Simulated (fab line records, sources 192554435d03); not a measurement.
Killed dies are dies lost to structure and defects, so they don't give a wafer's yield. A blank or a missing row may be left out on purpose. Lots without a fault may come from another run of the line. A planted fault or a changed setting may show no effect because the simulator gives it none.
A struck lot beside a sound one | flow n5_finfet | 36 steps out of a route of 1938
Sound: wafers L321.1, L321.3, L321.4. Struck: wafers L331.2, L331.4, L331.5. The cause comes at the end.
At each step with rows: each side's tool, then ch and its chambers, then its first start. Under that, the readings that differ: sound wafers | struck wafers | difference of the means | sigmas: that difference in standard deviations of wafers without a fault.
alike: readings whose means differ by less than 2 such deviations, and words and numbers that are the same on both sides. not compared: withheld readings, readings that some wafer has no value for, bounds like >300 that may hide the same value, and numbers for which the record gives no deviation and whose values overlap.
The two part at a step that has a row with sigmas, a row that says differs or no value, or rows on one side only. Numbers that don't overlap but have no deviation are shown without sigmas and don't part them. A reading that every wafer of one side lacks parts them only if that side has two wafers or more.

first, 12 steps without rows for these wafers: N5_BEOL_M5_ALD_86 (deposits TaN, pulse time 2 s, purge time 3 s, co reactant purge time 2 s); N5_BEOL_M5_SURFACE_TREAT_87; N5_BEOL_M5_CVD_47 (deposits Co from CCTBA/H2, target thk 3 nm, time 216 s); N5_BEOL_M5_SPUTTER_48 (material Cu, target thk 15 nm, time 27.62 s); N5_BEOL_M5_ANNEAL_49 (time 1800 s); N5_BEOL_M5_SPUTTER_81 (material Cu, target thk 15 nm, time 27.62 s); N5_BEOL_M5_ANNEAL_82 (time 1800 s); N5_BEOL_M5_SPUTTER_83 (material Cu, target thk 15 nm, time 27.62 s); N5_BEOL_M5_ANNEAL_84 (time 1800 s); N5_BEOL_M5_SPUTTER_88 (material Cu, target thk 15 nm, time 27.62 s); N5_BEOL_M5_ANNEAL_89 (time 1800 s); N5_BEOL_M5_SPUTTER_90 (material Cu, target thk 4.5 nm, time 8.29 s).
N5_BEOL_M5_ECD_50: material Cu, target thk 300 nm.
  sound on ecd_cu-01 ch 0,1, day 9 07:34; struck on ecd_cu-01 ch 1, day 11 09:38
then, 22 steps without rows for these wafers: N5_BEOL_M5_ANNEAL_51 (time 90 s); N5_BEOL_M5_CMP_52 (polishes, stops on SiCOH lowk, t overpolish 6.9 s, target thk 62 nm); N5_BEOL_M5_PRE_CLEAN_77 (time 15 s); N5_BEOL_M5_CO_CAP_78 (material Co, precursor CCTBA/H2, target thk 2 nm, time 102.1 s); N5_BEOL_M5_PRE_CLEAN_55 (time 15 s); N5_BEOL_M5_DEP_56 (deposits SiCN from 3MS/NH3, target thk 8 nm, time 14 s); N5_BEOL_M6_ILD_DEP_00 (deposits SiCOH lowk from DEMS/porogen, target thk 179.75 nm, time 33.4 s); N5_BEOL_M6_CURE_74 (cures SiCOH lowk, time 240 s); N5_BEOL_M6_PECVD_70 (deposits SiO2 from TEOS/O2, target thk 20 nm, time 22.7 s); N5_BEOL_M6_HM_DEP_02 (deposits TiN, target thk 20 nm); N5_BEOL_M6_COAT_59 (time 60 s, resist thk 100 nm); N5_BEOL_M6_COAT_60 (time 60 s, resist thk 35 nm); N5_BEOL_M6_COAT_05 (resist thk 90 nm); N5_BEOL_M6_EBR_07; N5_BEOL_M6_SOFTBAKE_06 (time 60 s); N5_BEOL_M6_EXPOSE_08 (exposes mask M6); N5_BEOL_M6_PEB_09 (peb time 60 s); N5_BEOL_M6_DEVELOP_10 (develop time 30 s); N5_BEOL_M6_DESCUM_16 (chemistry O2, time 7.9 s); N5_BEOL_M6_ETCH_61 (etches SiARC in CF4, target depth 45.5 nm, time 75.8 s); N5_BEOL_M6_ETCH_62 (etches SOC in N2/H2, target depth 110 nm, overetch 22 nm, time 165 s); N5_BEOL_M6_STRIP_68 (strips in N2/H2).
-- the record jumps here: 4 days lie between the struck wafers' starts before and after (it left off in module BEOL_M6 and takes up again in module PASSIVATION, whose first step shown is number 1936 of the route) --
N5_PASSIVATION_PROBE_49:
  the record has rows for the struck wafers here (prober-02, day 15 05:58) and none for the sound ones

WHERE THEY PART
Only at N5_PASSIVATION_PROBE_49, within this record.

WHY: what the simulator had put in
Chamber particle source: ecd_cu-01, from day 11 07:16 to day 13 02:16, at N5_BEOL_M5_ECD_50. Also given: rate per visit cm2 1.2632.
